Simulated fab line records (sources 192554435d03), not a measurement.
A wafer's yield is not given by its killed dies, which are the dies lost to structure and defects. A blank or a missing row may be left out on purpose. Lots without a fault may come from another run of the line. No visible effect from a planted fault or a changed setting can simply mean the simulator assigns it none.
A single fault, viewed from 3 desks / flow n5Finfet / every desk sees just its own numbers, and what lay behind them comes last

## METROLOGY DESK
Means of the sampled wafers that have a number, per lot and without regard to the tool the lot ran on: this is what the gauges read. Any lot whose mean is over 4 standard deviations away from the usual mean is out of limits and marked OUT; that distance is given in the brackets. Of its 11 readings 7 are shown: those that lie furthest out on some lot.
Columns: A = NWELL_OVL at N5_WELL_APT_OVL_MEAS_09, usual -2 nm; B = DIBL_P at N5_BEOL_M4_RC_MEAS_101, usual 36.5 mV/V; C = IOFF_P at N5_BEOL_M4_RC_MEAS_101, usual 0.22 nA/um; D = ION_N at N5_BEOL_M4_RC_MEAS_101, usual 675 uA/um; E = ION_P at N5_BEOL_M4_RC_MEAS_101, usual 463 uA/um; F = SS_P at N5_BEOL_M4_RC_MEAS_101, usual 73.4 mV/dec; G = VT_P at N5_BEOL_M4_RC_MEAS_101, usual -250 mV
lot=L539; first seen here=day 1 13:53; A=-1; B=35.5; C=0.21; D=672; E=461; F=73.0; G=-250
lot=L540; first seen here=day 1 19:53; A=0; B=32.1; C=0.16; D=660; E=453; F=72.3; G=-254
lot=L541; first seen here=day 2 02:10; A=5; B=33.7; C=0.19; D=656; E=457; F=73.1; G=-251
lot=L542; first seen here=day 2 07:43; A=2; B=37.8; C=0.22; D=673; E=459; F=74.2; G=-252
lot=L544; first seen here=day 2 19:50; A=-2; B=36.3; C=0.24; D=676; E=467; F=73.2; G=-245
lot=L548; first seen here=day 3 19:43; A=-5; B=39.7; C=0.20; D=681; E=454; F=74.1; G=-254
lot=L557; first seen here=day 6 01:43; A=-5; B=36.8; C=0.26; D=680; E=468; F=72.8; G=-246
lot=L558; first seen here=day 6 07:47; A=-5; B=35.0; C=0.24; D=678; E=472; F=72.7; G=-244
lot=L560; first seen here=day 6 19:43; A=-0; B=39.6; C=0.23; D=672; E=458; F=73.6; G=-251
lot=L561; first seen here=day 7 01:50; A=-2; B=38.1; C=0.25; D=672; E=462; F=75.0; G=-250
lot=L562; first seen here=day 7 07:58; A=-4; B=35.6; C=0.20; D=675; E=460; F=73.3; G=-251
This desk found nothing out of limits on any of the 11 lots.

## AT THE TOOL OWNER'S DESK: rtpAnneal-01
The tool's own readings at N5_WELL_APT_RTA_34 (time 10 s): means of the sampled wafers that have a number, for each lot that ran on this tool. Any lot whose mean is over 4 standard deviations away from the usual mean is out of limits and marked OUT; that distance is given in the brackets. Readings shown: 7 out of 9 (the first out of limits, and those lying furthest out on some lot).
Columns: A = lamp_zone_1_pct at N5_WELL_APT_RTA_34, usual 13.00 %; B = lamp_zone_2_pct at N5_WELL_APT_RTA_34, usual 12.99 %; C = lamp_zone_3_pct at N5_WELL_APT_RTA_34, usual 12.99 %; D = lamp_zone_4_pct at N5_WELL_APT_RTA_34, usual 12.99 %; E = lamp_zone_5_pct at N5_WELL_APT_RTA_34, usual 12.99 %; F = lamp_zone_6_pct at N5_WELL_APT_RTA_34, usual 12.93 %; G = lamp_zone_7_pct at N5_WELL_APT_RTA_34, usual 13.424 %
lot=L539; first seen here=day 1 16:04; A=12.99; B=12.99; C=12.98; D=12.99; E=13.01; F=12.90; G=13.406
lot=L540; first seen here=day 1 22:03; A=13.00; B=12.98; C=12.99; D=12.96; E=12.96; F=12.95; G=13.442
lot=L542; first seen here=day 2 10:06; A=13.05; B=13.11; C=13.07; D=13.07; E=13.07; F=12.99; G=13.512
lot=L544; first seen here=day 2 22:02; A=13.16 (+5.0) OUT; B=13.11; C=13.14 (+4.8) OUT; D=13.13 (+4.5) OUT; E=13.08; F=13.04; G=13.520
lot=L548; first seen here=day 3 22:15; A=13.27 (+8.2) OUT; B=13.24 (+7.4) OUT; C=13.21 (+7.1) OUT; D=13.22 (+7.4) OUT; E=13.23 (+7.5) OUT; F=13.18 (+8.0) OUT; G=13.683 (+8.9) OUT
lot=L557; first seen here=day 6 03:54; A=13.00; B=13.00; C=12.98; D=13.01; E=13.00; F=12.92; G=13.423
lot=L560; first seen here=day 6 22:35; A=12.98; B=13.04; C=12.98; D=12.96; E=13.00; F=12.88; G=13.428
lot=L561; first seen here=day 7 04:00; A=12.97; B=12.99; C=13.00; D=12.96; E=13.00; F=12.91; G=13.433
lot=L562; first seen here=day 7 10:01; A=12.98; B=12.99; C=12.99; D=12.99; E=13.00; F=12.93; G=13.410
This desk's verdict: out of limits on L544, L548, starting with L544 at day 2 22:02 (lamp_zone_1_pct at N5_WELL_APT_RTA_34). In limits: L539, L540, L542, L557, L560, L561, L562.

## THE DEFECT DESK
For each lot, the counts of the inspections along the route, averaged over the sampled wafers that have a number. Any lot whose mean is over 4 standard deviations away from the usual mean is out of limits and marked OUT; that distance is given in the brackets.
Columns: A = rawDefectCount at N5_WELL_APT_INSPECT_10, usual 2.0
lot=L539; first seen here=day 1 13:55; A=3.3
lot=L540; first seen here=day 1 19:55; A=0.7
lot=L541; first seen here=day 2 02:11; A=2.7
lot=L542; first seen here=day 2 07:44; A=2.3
lot=L544; first seen here=day 2 19:52; A=1.0
lot=L548; first seen here=day 3 19:44; A=2.5
lot=L557; first seen here=day 6 01:44; A=4.0
lot=L558; first seen here=day 6 07:49; A=1.7
lot=L560; first seen here=day 6 19:44; A=3.5
lot=L561; first seen here=day 7 01:52; A=1.5
lot=L562; first seen here=day 7 08:00; A=2.3
This desk found nothing out of limits on any of the 11 lots.

## ALL TOGETHER
An alarm could have come from the tool owner's desk at day 2 22:02, on L544, L548.
Metrology desk: nothing out of limits seen.
Nothing out of limits was seen by the defect desk.
The metrology desk has L544, L548 on record, within its limits.
The defect desk has L544, L548 on record, within its limits.
The lots listed all ran N5_WELL_APT_RTA_34 on rtpAnneal-01.

## WHAT WAS PUT IN BY THE SIMULATOR
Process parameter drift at N5_WELL_APT_RTA_34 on rtpAnneal-01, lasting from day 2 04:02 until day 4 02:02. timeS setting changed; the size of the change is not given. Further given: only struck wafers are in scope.
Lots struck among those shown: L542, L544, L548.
Time in hours from fault onset to the first out-of-limits reading at each desk: the tool owner's desk, 18.
